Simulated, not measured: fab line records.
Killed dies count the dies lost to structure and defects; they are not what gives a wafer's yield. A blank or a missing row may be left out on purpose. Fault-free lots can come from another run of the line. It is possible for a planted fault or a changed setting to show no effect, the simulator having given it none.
Comparing a struck lot with a sound one    flow nand_harc    14 out of 1302 route steps
Sound: the wafers L282.1, L282.2, L282.6. Struck: wafer L296.4 (left out: L296.1, L296.5 of the same lot, which were not struck); the cause appears at the end.
For every step that has rows: the tool of each side, followed by ch and its chambers, followed by its first start. Under that, the readings that differ: sound wafers    struck wafers    difference of the means    sigmas: that difference in standard deviations of wafers without a fault.
alike: words and numbers the same on both sides, and readings whose means are apart by under 2 such deviations; not compared: readings that were withheld, readings missing a value for some wafer, numbers with overlapping values and no deviation given by the record, and bounds like >300 which may hide the same value.
A row with sigmas, a row that says differs or no value, or rows on one side alone: a step with any of these is where the two part. When numbers do not overlap yet have no deviation, they are printed without sigmas and do not part them. Lack of a reading on every wafer of one side parts them only where that side has two or more wafers.

first, 2 steps without rows for these wafers: NHARC_A_STAIRCASE_ETCH_15 (etches the open film in C4F8/O2, target depth 100 nm, time 40.5 s); NHARC_A_STAIRCASE_TRIM_16 (chemistry O2, time 211.2 s).
NHARC_A_STAIRCASE_ETCH_17: etches the open film in C4F8/O2, target depth 100 nm, time 40.5 s.
  sound: rie_diel-11 ch 1,2,3; struck: rie_diel-07 ch 1
  alike: oes_product_au, rf_vpp_V
  not compared: rf_hours_counter_h
then, 5 steps without rows for these wafers: NHARC_A_STAIRCASE_TRIM_18 (chemistry O2, time 211.2 s); NHARC_A_STAIRCASE_ETCH_19 (etches the open film in C4F8/O2, target depth 100 nm, time 40.5 s); NHARC_A_STAIRCASE_TRIM_20 (chemistry O2, time 211.2 s); NHARC_A_STAIRCASE_ETCH_21 (etches the open film in C4F8/O2, target depth 100 nm, time 40.5 s); NHARC_A_STAIRCASE_TRIM_22 (chemistry O2, time 211.2 s).
NHARC_A_STAIRCASE_ETCH_23: etches the open film in C4F8/O2, target depth 100 nm, time 40.5 s.
  sound: rie_diel-07 ch 0,1; struck: rie_diel-07 ch 2
reading       sound              struck  difference  sigmas
rf_vpp_V (V)  893.9 893.8 894.9  901.5   +7.3        +3
  alike: oes_product_au
  not compared: rf_hours_counter_h
NHARC_A_STAIRCASE_TRIM_24: chemistry O2, time 211.2 s.
  sound: rie_diel-07 ch 0,3; struck: rie_diel-07 ch 1
  alike: drypump_motor_current_A, oes_product_au, rf_vpp_V, showerhead_plenum_p_Torr, throttle_valve_pct
  not compared: rf_hours_counter_h
NHARC_A_STAIRCASE_ETCH_25: etches the open film in C4F8/O2, target depth 100 nm, time 40.5 s.
  sound: rie_diel-07 ch 1,2,3; struck: rie_diel-07 ch 2
  alike: oes_product_au, rf_vpp_V
  not compared: rf_hours_counter_h
NHARC_A_STAIRCASE_TRIM_26: chemistry O2, time 211.2 s.
  sound on rie_diel-07 ch 0,1,2, day 15 23:41; struck on rie_diel-07 ch 0, day 22 08:01
reading                sound              struck  difference  sigmas
oes_product_au (a.u.)  1.028 0.999 0.988  0.892   -0.113      -9
rf_vpp_V (V)           58.7 56.0 58.3     59.5    +1.8        +2
  alike: drypump_motor_current_A, showerhead_plenum_p_Torr, throttle_valve_pct
  not compared: rf_hours_counter_h
NHARC_A_STAIRCASE_ETCH_27: etches the open film in C4F8/O2, target depth 100 nm, time 40.5 s.
  sound: rie_diel-07 ch 0,2; struck: rie_diel-07 ch 1
  alike: oes_product_au, rf_vpp_V
  not compared: rf_hours_counter_h
NHARC_END_SORT_01:
  the record has rows for the sound wafers here (prober-02 ch 0, day 24 19:23) and none for the struck ones

WHERE THEY PART
First at NHARC_A_STAIRCASE_ETCH_23; last, within this record, at NHARC_END_SORT_01.

WHY: whatever the simulator had introduced
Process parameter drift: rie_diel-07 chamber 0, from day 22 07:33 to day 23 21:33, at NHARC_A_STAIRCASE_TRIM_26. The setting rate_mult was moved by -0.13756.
